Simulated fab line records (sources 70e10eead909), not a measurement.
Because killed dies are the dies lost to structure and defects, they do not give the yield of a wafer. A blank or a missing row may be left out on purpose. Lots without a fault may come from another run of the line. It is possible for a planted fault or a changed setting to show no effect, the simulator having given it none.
fab line records	flow nand_harc
record: lots: 12	wafers: 36	last_day: 24
route steps=1159 shown A_STAIRCASE@561 END@1159
lots that met no fault: from a run of the same line without faults
start_h: the number of hours between the record's first day and the start of the first shown wafer of the lot	wait_h: hours since the lot's step before	" the same as in the row above	L1.1+2: a row that stands for several wafers	- either no value or no given start	* or withheld: withheld	< > ~ a bound
route shown NAME@n: NAME is a module with steps in the file, n the number in the route of the first one	usual: mean/standard deviation of fault-free wafers	same: alike in all rows	chamber/n: place in a boat	sites: per-site readings	_std_site: standard deviation across them	_edge_site: mean of outer sites minus mean of inner sites	radius_mm: for every site, how far away it sits from the centre of the wafer	mask NAME#n: copy n	behind: the most recent tool/chamber to have shaped the wafer	hold: why the lot was held/for how many hours/how that ended	device: the transistor (n, p or np) that didn't switch	end of line: the tests these same wafers got at the end of their route	for a step that has no rows: nothing shown but its recipe	killed: count of dies lost to structure and defects at first sort (not the wafer's yield)	map: shows each die of a wafer: x if killed, . if not, _ if none is there
set.NAME: the setting that was run; set.NAME@STEP: the one run at that earlier step	model.NAME: the simulator's own value behind a step, which no gauge read
the route's steps for a sample of lots (tables are steps, rows are wafers)
services: a tool's chamber out of use, with start hour (start_h, from the record's first day; less than 0 if before it), hours out, and reason
== steps ==
step: NHARC_A_STAIRCASE_TRIM_24
recipe: time_s: 211.2	o2_flow_sccm: 500	ar_flow_sccm: 0	bias_w: 0	chemistry: O2
usual: drypump_motor_current_A: 5.7/0.31	oes_product_au: 0.999/0.01	rf_vpp_V: 58.0/0.81	showerhead_plenum_p_Torr: 3.59/0.11	throttle_valve_pct: 17.037/0.0095
lot.wafer	tool	chamber	start_h	wait_h	drypump_motor_current_A	oes_product_au	rf_hours_counter_h	rf_vpp_V	showerhead_plenum_p_Torr	throttle_valve_pct
L573.1	rie_diel-04	2	-	-	6.2	0.991	48	58.9	3.56	17.049
L573.5	"	1	"	"	5.6	1.009	-	58.1	3.64	17.049
L573.6	"	2	"	"	6.2	0.993	-	57.4	3.56	17.045
L576.4	rie_diel-12	3	-	-	5.2	1.002	16	58.6	3.71	17.045
L576.1	"	0	"	"	5.7	0.994	12	57.7	3.45	17.037
L576.6	"	3	"	"	5.2	0.991	-	58.8	3.71	17.029
L575.4	rie_diel-12	0	-	-	5.7	0.998	14	58.8	3.44	17.045
L575.3	"	2	"	"	5.6	0.999	19	57.8	3.76	17.029
L575.5	"	0	"	"	5.7	1.005	-	58.2	3.44	17.031
L578.3	rie_diel-08	1	-	-	5.7	1.001	47	58.5	3.72	17.028
L578.2	"	2	"	"	5.5	0.989	52	56.8	3.71	17.057
L578.4	"	3	"	"	6.2	0.992	52	56.9	3.66	17.033
L577.1	rie_diel-04	0	-	-	5.6	1.011	58	57.1	3.57	17.038
L577.6	"	0	"	"	5.6	1.008	-	57.5	3.57	17.047
L577.5	"	1	"	"	5.6	0.998	-	58.0	3.63	17.046
L582.2	rie_diel-04	2	-	-	6.2	0.995	4	56.6	3.54	17.040
L582.3	"	0	"	"	5.6	0.996	6	57.7	3.57	17.033
L582.6	"	2	"	"	6.2	1.007	-	58.0	3.54	17.042
L585.3	rie_diel-08	3	-	-	6.2	0.998	2	58.0	3.65	17.031
L585.6	"	1	"	"	5.7	1.001	-	58.1	3.72	17.047
L585.5	"	2	"	"	5.5	0.993	-	57.0	3.70	17.044
L584.3	rie_diel-08	0	-	-	5.2	1.008	3	57.6	3.47	17.035
L584.1	"	1	"	"	5.7	0.998	3	58.0	3.72	17.033
L584.5	"	3	"	"	6.2	0.994	-	57.3	3.65	17.033
L590.4	rie_diel-04	0	-	-	5.6	0.990	16	58.4	3.56	17.034
L590.5	"	3	"	"	5.8	1.020	-	57.4	3.49	17.033
L590.6	"	0	"	"	5.6	0.983	-	58.5	3.56	17.036
L587.2	rie_diel-08	3	-	-	6.2	0.993	14	57.1	3.64	17.024
L587.1	"	0	"	"	5.2	1.014	16	57.2	3.46	17.050
L587.6	"	3	"	"	6.2	0.999	-	57.3	3.64	17.037
L588.4	rie_diel-04	0	-	-	5.6	0.975	17	57.5	3.56	17.028
L588.3	"	1	"	"	5.7	0.992	15	57.1	3.62	17.020
L588.1	"	3	"	"	5.8	1.008	16	59.4	3.49	17.050
L592.4	rie_diel-08	2	-	-	5.5	1.014	16	59.1	3.69	17.032
L592.2	"	3	"	"	6.2	1.006	21	58.0	3.64	17.047
L592.1	"	0	"	"	5.2	1.015	22	59.0	3.46	17.038
step: NHARC_A_STAIRCASE_TRIM_191
recipe: time_s: 211.2	o2_flow_sccm: 500	ar_flow_sccm: 0	bias_w: 0	chemistry: O2
usual: drypump_motor_current_A: 5.6/0.31	oes_product_au: 0.999/0.01	rf_vpp_V: 57.9/0.93	showerhead_plenum_p_Torr: 3.60/0.12	throttle_valve_pct: 17.037/0.0091
lot.wafer	tool	chamber	start_h	wait_h	drypump_motor_current_A	oes_product_au	rf_hours_counter_h	rf_vpp_V	showerhead_plenum_p_Torr	throttle_valve_pct
L573.1	rie_diel-04	1	-	-	5.7	1.001	50	57.6	3.64	17.042
L573.6	"	0	"	"	5.6	0.998	-	57.6	3.58	17.040
L573.5	"	1	"	"	5.6	1.001	-	58.6	3.64	17.036
L576.1	rie_diel-08	1	-	-	5.7	1.007	43	58.5	3.73	17.052
L576.4	"	0	"	"	5.2	1.016	47	57.4	3.47	17.030
L576.6	"	1	"	"	5.7	1.014	-	57.9	3.73	17.050
L575.3	rie_diel-12	3	-	-	5.2	1.006	20	58.7	3.71	17.033
L575.4	"	0	"	"	5.6	0.989	16	58.5	3.44	17.033
L575.5	"	1	"	"	6.0	0.997	-	59.2	3.45	17.034
L578.3	rie_diel-08	0	-	-	5.2	1.007	52	60.1	3.47	17.024
L578.2	"	1	"	"	5.7	1.012	48	56.3	3.72	17.045
L578.4	"	3	"	"	6.2	0.992	52	57.6	3.66	17.021
L577.1	rie_diel-04	3	-	-	5.7	1.007	59	58.5	3.50	17.036
L577.5	"	1	"	"	5.6	0.995	-	58.3	3.63	17.031
L577.6	"	2	"	"	6.2	0.995	-	58.3	3.55	17.035
L582.2	rie_diel-08	0	-	-	5.2	1.029	3	57.8	3.47	17.036
L582.3	"	2	"	"	5.5	0.998	3	57.8	3.70	17.043
L582.6	"	1	"	"	5.7	1.021	-	57.5	3.72	17.039
L585.3	rie_diel-12	2	-	-	5.6	0.996	39	57.4	3.75	17.036
L585.5	"	2	"	"	5.5	1.007	-	57.9	3.75	17.035
L585.6	"	3	"	"	5.2	0.992	-	58.3	3.70	17.044
L584.1	rie_diel-08	0	-	-	5.2	1.023	4	57.2	3.47	17.036
L584.3	"	1	"	"	5.7	1.012	4	59.3	3.72	17.044
L584.5	"	0	"	"	5.2	1.022	-	58.8	3.47	17.028
L590.4	rie_diel-12	2	-	-	5.5	1.005	47	58.0	3.74	17.037
L590.5	"	0	"	"	5.7	1.005	-	55.6	3.43	17.047
L590.6	"	1	"	"	6.0	0.989	-	58.0	3.44	17.046
L588.4	rie_diel-12	2	-	-	5.6	0.994	51	58.7	3.74	17.046
L588.3	"	3	"	"	5.2	0.994	51	57.6	3.69	17.022
L588.1	"	0	"	"	5.7	1.008	46	58.3	3.43	17.050
L587.1	rie_diel-04	2	-	-	6.2	1.003	17	58.7	3.54	17.030
L587.2	"	3	"	"	5.8	1.005	18	58.5	3.49	17.055
L587.6	"	0	"	"	5.6	0.990	-	58.1	3.56	17.039
L592.4	rie_diel-12	3	-	-	5.2	0.981	55	57.5	3.69	17.037
L592.1	"	0	"	"	5.6	0.998	52	58.0	3.42	17.014
L592.2	"	1	"	"	6.0	0.988	56	59.0	3.44	17.031
step: NHARC_A_STAIRCASE_TRIM_196
recipe: time_s: 211.2	o2_flow_sccm: 500	ar_flow_sccm: 0	bias_w: 0	chemistry: O2
usual: drypump_motor_current_A: 5.6/0.32	oes_product_au: 1.000/0.01	rf_vpp_V: 57.9/0.94	showerhead_plenum_p_Torr: 3.60/0.12	throttle_valve_pct: 17.036/0.0089
lot.wafer	tool	chamber	start_h	wait_h	drypump_motor_current_A	oes_product_au	rf_hours_counter_h	rf_vpp_V	showerhead_plenum_p_Torr	throttle_valve_pct
L573.1	rie_diel-12	1	250.98	0.1	6.0	0.994	12	57.7	3.46	17.045
L573.6	"	2	"	"	5.6	0.995	-	57.8	3.76	17.036
L573.5	"	3	"	"	5.2	1.003	-	57.1	3.72	17.039
L576.1	rie_diel-08	2	262.48	0.1	5.5	0.997	47	59.1	3.71	17.035
L576.4	"	0	"	"	5.2	1.020	47	58.5	3.48	17.046
L576.6	"	2	"	"	5.5	0.989	-	58.5	3.71	17.020
L575.4	rie_diel-08	0	268.88	0.1	5.3	1.016	50	58.5	3.47	17.034
L575.3	"	1	"	"	5.7	0.997	46	57.7	3.72	17.019
L575.5	"	0	"	"	5.2	1.015	-	57.3	3.47	17.026
L578.3	rie_diel-12	3	277.01	0.1	5.2	1.000	23	58.2	3.71	17.031
L578.2	"	0	"	"	5.6	0.997	19	56.0	3.44	17.042
L578.4	"	2	"	"	5.6	1.000	24	58.5	3.76	17.030
L577.1	rie_diel-12	1	288.45	0.1	6.0	0.988	27	56.2	3.45	17.049
L577.6	"	3	"	"	5.2	0.997	-	57.2	3.71	17.043
L577.5	"	0	"	"	5.6	0.990	-	56.7	3.44	17.024
L582.3	rie_diel-08	3	321.35	0.1	6.1	0.999	3	57.4	3.65	17.031
L582.2	"	1	"	"	5.7	1.019	4	57.4	3.72	17.044
L582.6	"	3	"	"	6.2	1.001	-	56.8	3.65	17.034
L585.3	rie_diel-12	3	322.22	0.1	5.2	0.981	38	59.7	3.70	17.030
L585.5	"	3	"	"	5.3	0.977	-	58.0	3.70	17.042
L585.6	"	0	"	"	5.7	0.992	-	58.2	3.43	17.036
L584.1	rie_diel-08	1	322.90	0.1	5.7	1.011	5	58.7	3.72	17.031
L584.3	"	0	"	"	5.2	1.016	5	57.2	3.47	17.032
L584.5	"	0	"	"	5.2	1.011	-	57.5	3.47	17.047
L590.4	rie_diel-08	2	342.76	0.2	5.5	0.996	-	57.5	3.70	17.040
L590.6	"	3	"	"	6.2	0.994	-	58.1	3.65	17.034
L590.5	"	0	"	"	5.2	1.010	-	58.4	3.46	17.034
L588.3	rie_diel-08	1	349.34	0.1	5.7	1.018	14	57.0	3.71	17.049
L588.4	"	2	"	"	5.5	1.007	12	59.3	3.69	17.028
L588.1	"	3	"	"	6.2	0.995	17	56.7	3.64	17.039
L587.1	rie_diel-12	0	349.90	0.1	5.7	0.996	46	58.7	3.43	17.037
L587.2	"	3	"	"	5.2	1.004	51	59.0	3.69	17.045
L587.6	"	1	"	"	6.0	0.994	-	57.7	3.44	17.045
L592.2	rie_diel-04	2	365.10	0.1	6.1	0.995	21	56.7	3.54	17.034
L592.1	"	3	"	"	5.7	1.024	23	57.1	3.49	17.040
L592.4	"	0	"	"	5.6	0.979	25	56.6	3.56	17.025
step: NHARC_A_STAIRCASE_ETCH_203
recipe: target_depth_a: 1000	time_s: 40.5	ion_energy_ev: 400	c4f8_flow_sccm: 20	o2_flow_sccm: 10	ar_flow_sccm: withheld	rf_w: 600	bias_w: 1000	chemistry: C4F8/O2
usual: bias_w: 1000/3	chamber_pressure_mTorr: 25.002/0.022	oes_product_au: 0.940/0.011	rf_fwd_power_W: 591/3	rf_vpp_V: 899/4.6
lot.wafer	tool	chamber	start_h	wait_h	bias_w	chamber_pressure_mTorr	oes_product_au	rf_fwd_power_W	rf_hours_counter_h	rf_vpp_V
L573.1	rie_diel-12	3	251.98	-	1003	24.996	0.952	588	11	901
L573.6	"	1	"	"	997	24.980	0.940	593	-	893
L573.5	"	2	"	"	997	25.010	0.941	591	-	904
L576.1	rie_diel-08	2	263.40	-	999	25.019	0.940	593	48	903
L576.4	"	3	"	"	999	25.020	0.931	592	47	902
L576.6	"	2	"	"	996	25.014	0.939	591	-	902
L575.4	rie_diel-08	0	269.84	-	1001	24.978	0.964	586	50	892
L575.3	"	1	"	"	1003	25.010	0.943	589	46	904
L575.5	"	2	"	"	1001	25.007	0.932	589	-	903
L578.2	rie_diel-12	3	277.92	-	1001	24.998	0.947	590	23	902
L578.3	"	0	"	"	1002	25.016	0.941	589	19	893
L578.4	"	1	"	"	1002	24.989	0.947	596	24	893
L577.1	rie_diel-12	2	289.49	-	1001	25.003	0.926	591	27	904
L577.5	"	3	"	"	1002	25.047	0.925	589	-	903
L577.6	"	0	"	"	999	25.031	0.920	591	-	893
L582.2	rie_diel-08	0	322.50	-	1001	25.001	0.945	588	5	894
L582.3	"	1	"	"	1003	25.014	0.942	584	5	902
L582.6	"	0	"	"	1004	24.992	0.947	584	-	894
L585.3	rie_diel-12	0	323.12	-	1001	24.985	0.929	590	33	893
L585.6	"	0	"	"	1002	25.007	0.927	587	-	893
L585.5	"	1	"	"	999	25.000	0.927	592	-	893
L584.3	rie_diel-08	1	323.95	-	1005	25.032	0.955	586	5	903
L584.1	"	3	"	"	1000	24.987	0.933	591	4	900
L584.5	"	3	"	"	1003	25.032	0.942	591	-	901
L590.5	rie_diel-08	3	343.89	-	-	-	-	-	-	-
L590.6	"	0	"	"	-	-	-	-	-	-
L590.4	"	2	"	"	-	-	-	-	-	-
L588.1	rie_diel-08	2	350.27	-	-	-	-	-	-	-
L588.4	"	3	"	"	-	-	-	-	-	-
L588.3	"	0	"	"	-	-	-	-	-	-
L587.2	rie_diel-12	1	350.80	-	-	-	-	-	-	-
L587.1	"	2	"	"	-	-	-	-	-	-
L587.6	"	3	"	"	-	-	-	-	-	-
L592.1	rie_diel-04	3	366.07	-	1005	24.971	0.951	594	24	895
L592.4	"	1	"	"	997	24.952	0.948	592	23	899
L592.2	"	2	"	"	1001	25.046	0.943	597	21	895
step: NHARC_END_SORT_01
recipe: temp_c: 25
usual: killed_at_array: 28/8.6	killed_at_other: 0.7/1.2	killed_at_periphery: 3.1/2.3	killed_dies: 32/8.7	killed_open: 3.2/1.7	killed_short: 2.0/1.5
same: gross_dies: 677
lot.wafer	tool	chamber	start_h	wait_h	killed_at_array	killed_at_other	killed_at_periphery	killed_dies	killed_open	killed_short
L588.1	prober-01	0	541.32	2.5	672	1	4	677	3	7
L588.3	prober-01	0	542.94	3.1	672	1	4	677	3	3
L588.4	prober-01	0	543.74	3.4	675	0	2	677	3	1
L590.4	prober-02	0	548.75	3.4	673	0	4	677	3	4
L590.5	prober-02	0	549.55	3.7	673	0	4	677	2	2
L590.6	prober-02	0	550.35	4.0	671	0	6	677	2	2
L587.1	prober-01	0	549.15	2.5	674	0	3	677	2	1
L587.2	prober-01	0	549.95	2.8	671	0	6	677	2	0
L587.6	prober-01	0	553.14	4.0	670	0	7	677	4	0
killed by level:class
L588.1 A_STAIRCASE:area_etch=640 A_SLIT:chamber_film_flake=15 A_CONTACT:chamber_film_flake=5 A_CHANNEL_HOLE_D1:chamber_film_flake=4 A_STAIRCASE:chamber_film_flake=2 P_GATE:geometric_particle:short=1 P_CONTACT:geometric_particle:open=1 P_CONTACT:geometric_particle:short=1
L588.3 A_STAIRCASE:area_etch=651 A_SLIT:chamber_film_flake=12 A_STAIRCASE:chamber_film_flake=3 P_M0:geometric_particle:short=2 A_CHANNEL_HOLE_D1:chamber_film_flake=2 A_CONTACT:chamber_film_flake=2 P_M0:geometric_particle:open=1 A_CHANNEL_FILL_D1:geometric_particle:open=1
L588.4 A_STAIRCASE:area_etch=642 A_SLIT:chamber_film_flake=17 A_CONTACT:chamber_film_flake=5 A_CHANNEL_HOLE_D1:chamber_film_flake=5 A_STAIRCASE:chamber_film_flake=3 P_CONTACT:geometric_particle:open=2 A_WL_FILL:geometric_particle:short=1 A_CONTACT:geometric_particle:open=1
L590.4 A_STAIRCASE:area_etch=650 A_CHANNEL_HOLE_D1:chamber_film_flake=9 A_CONTACT:chamber_film_flake=5 P_ZERO_WELL:chamber_film_flake=3 A_ONON_D1:geometric_particle:short=1 A_CHANNEL_HOLE_D1:geometric_particle:short=1 A_CHANNEL_FILL_D1:geometric_particle:short=1 A_SGD_CUT:geometric_particle:open=1
L587.1 A_STAIRCASE:area_etch=627 A_CHANNEL_HOLE_D1:chamber_film_flake=23 A_SLIT:chamber_film_flake=10 A_CONTACT:chamber_film_flake=5 P_ZERO_WELL:chamber_film_flake=3 A_STAIRCASE:chamber_film_flake=3 A_BONDPAD:chamber_film_flake=3 A_ONON_D1:geometric_particle:open=1
L590.5 A_STAIRCASE:area_etch=657 A_CHANNEL_HOLE_D1:chamber_film_flake=8 A_CONTACT:chamber_film_flake=6 P_ZERO_WELL:chamber_film_flake=2 P_CONTACT:geometric_particle:open=1 P_CONTACT:geometric_particle:short=1 A_BLC:geometric_particle:open=1 A_M0:geometric_particle:short=1
L587.2 A_STAIRCASE:area_etch=629 A_CHANNEL_HOLE_D1:chamber_film_flake=16 A_SLIT:chamber_film_flake=13 A_CONTACT:chamber_film_flake=10 P_ZERO_WELL:chamber_film_flake=5 A_WL_FILL:chamber_film_flake=2 P_M0:geometric_particle:open=1 A_ONON_D1:geometric_particle:open=1
L590.6 A_STAIRCASE:area_etch=650 A_CONTACT:chamber_film_flake=9 A_CHANNEL_HOLE_D1:chamber_film_flake=7 P_STI:chamber_film_flake=3 A_CONTACT:geometric_particle:open=2 P_M1:geometric_particle:short=1 P_M2:geometric_particle:short=1 P_ZERO_WELL:chamber_film_flake=1
L587.6 A_STAIRCASE:area_etch=627 A_CHANNEL_HOLE_D1:chamber_film_flake=16 A_SLIT:chamber_film_flake=10 A_CONTACT:chamber_film_flake=9 A_STAIRCASE:chamber_film_flake=4 P_ZERO_WELL:chamber_film_flake=3 P_M2:chamber_film_flake=2 P_GATE:geometric_particle:open=1
== services ==
tool	chamber	start_h	hours	kind
rie_diel-08	0	231.97	-	clean
rie_diel-08	1	231.97	-	clean
rie_diel-08	2	231.97	-	clean
rie_diel-08	3	231.97	-	clean
rie_diel-12	1	235.84	2.4	repair
rie_diel-12	0	245.72	8.6	repair
rie_diel-08	0	256.83	-	clean
rie_diel-08	1	256.83	-	clean
rie_diel-08	2	256.83	-	clean
rie_diel-08	3	256.83	-	clean
rie_diel-08	0	281.39	-	clean
rie_diel-08	1	281.39	-	clean
rie_diel-08	2	281.39	-	clean
rie_diel-08	3	281.39	-	clean
rie_diel-04	-	288.92	9.0	pm
rie_diel-08	-	301.86	9.0	pm
rie_diel-08	0	301.86	9.0	vent_cycle
rie_diel-08	1	301.86	9.0	vent_cycle
rie_diel-08	2	301.86	9.0	vent_cycle
rie_diel-08	3	301.86	9.0	vent_cycle
rie_diel-08	0	310.86	-	clean
rie_diel-08	1	310.86	-	clean
rie_diel-08	-	312.16	1.9	repair
rie_diel-08	1	338.56	8.3	repair
== key ==
first_sign: step: NHARC_A_STAIRCASE_ETCH_203	reading: tool_record	direction: missing
effect: step: NHARC_END_SORT_01	reading: killed_at_array	direction: up	sigmas: 75	usual: 28	struck: 672
more_kills_born_at: NHARC_A_STAIRCASE_ETCH_203@rie_diel-08: 3890	NHARC_A_STAIRCASE_ETCH_203@rie_diel-12: 1885
met_at NHARC_A_STAIRCASE_ETCH_203
struck_lots L587,L588,L590
later_rows_left_out L587.1,L587.2,L587.6,L588.1,L588.3,L588.4,L590.4,L590.5,L590.6
tester_left_out L587,L588,L590
not_acting_at NHARC_A_STAIRCASE_TRIM_24,NHARC_A_STAIRCASE_TRIM_191,NHARC_A_STAIRCASE_TRIM_196
onset_between 323.95 343.89
fault: kind: skipped_step_whole	tool: rie_diel-08,rie_diel-12	chamber: -	onset_h: 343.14	steps: NHARC_A_STAIRCASE_ETCH_203	scope: struck_lots_only
tester_left_out: of these lots the tester's yield and bins aren't shown, on N5 and GAA mostly nor the transistor test; their killed dies are dies lost to structure and defects alone, not to doping, threshold or leakage, so they don't give the yield
later_rows_left_out: the simulator's readings of these wafers behind a module that went badly wrong aren't trusted and aren't shown, but for the sort
